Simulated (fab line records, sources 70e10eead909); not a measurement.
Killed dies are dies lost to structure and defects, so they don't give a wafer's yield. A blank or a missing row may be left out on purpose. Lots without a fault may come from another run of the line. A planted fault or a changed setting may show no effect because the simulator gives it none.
Chamber matching | flow nand_harc | NHARC_A_STAIRCASE_DEP_259 on pecvd-03: 3 sister chambers
The step deposits SiON, target thk 30 nm. 6 wafers are shown with their chamber, then 12 later ones without.

WAFERS WITH THEIR CHAMBER
wafer  | chamber | heater_power_w (W) | susceptor_temp_C (C)
L090.1 | 1       | 586                | 400.16
L090.2 | 0       | 799                | 400.27
L090.3 | 2       | 645                | 399.79
L093.4 | 0       | 756                | 400.28
L093.5 | 2       | 676                | 399.89
L093.6 | 1       | 611                | 400.03

WAFERS WITHOUT THEIR CHAMBER
wafer  | heater_power_w (W) | susceptor_temp_C (C)
L094.2 | 653                | 400.05
L094.5 | 732                | 400.16
L094.6 | 677                | 399.87
L095.1 | 622                | 400.06
L095.2 | 683                | 400.03
L095.6 | 628                | 400.34
L096.1 | 621                | 399.70
L096.2 | 615                | 399.91
L096.5 | 614                | 399.65
L097.1 | 764                | 399.99
L097.3 | 645                | 400.40
L097.4 | 614                | 400.00

WHICH CHAMBER EACH WENT THROUGH
wafer  | from the rows above     | in truth
L094.2 | can't be placed: 1 or 2 | 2
L094.5 | 0                       | 0
L094.6 | 2                       | 2
L095.1 | 1                       | 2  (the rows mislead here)
L095.2 | can't be placed: 2 or 1 | 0
L095.6 | 1                       | 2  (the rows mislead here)
L096.1 | 2                       | 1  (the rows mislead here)
L096.2 | can't be placed: 2 or 1 | 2
L096.5 | 2                       | 2
L097.1 | can't be placed: 0 or 2 | 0
L097.3 | can't be placed: 1 or 0 | 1
L097.4 | can't be placed: 1 or 2 | 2
Placed correctly: 3 of 12. Can't be placed from these rows: 6 (the true chamber is among the candidates in 5). Placed wrongly: 3.
How it was worked out, from the rows above alone: a wafer's distance from a chamber is the root of the sum, over the readings, of the square of ((its reading less the chamber's mean) divided by the reading's scatter). The wafer belongs to the nearest chamber; if the next one is less than 2 further off, it can't be placed. A chamber's mean is the mean of its shown wafers. The scatter: the root of (the sum of the squares of (reading less its chamber's mean) over the shown wafers, divided by (wafers less chambers)).
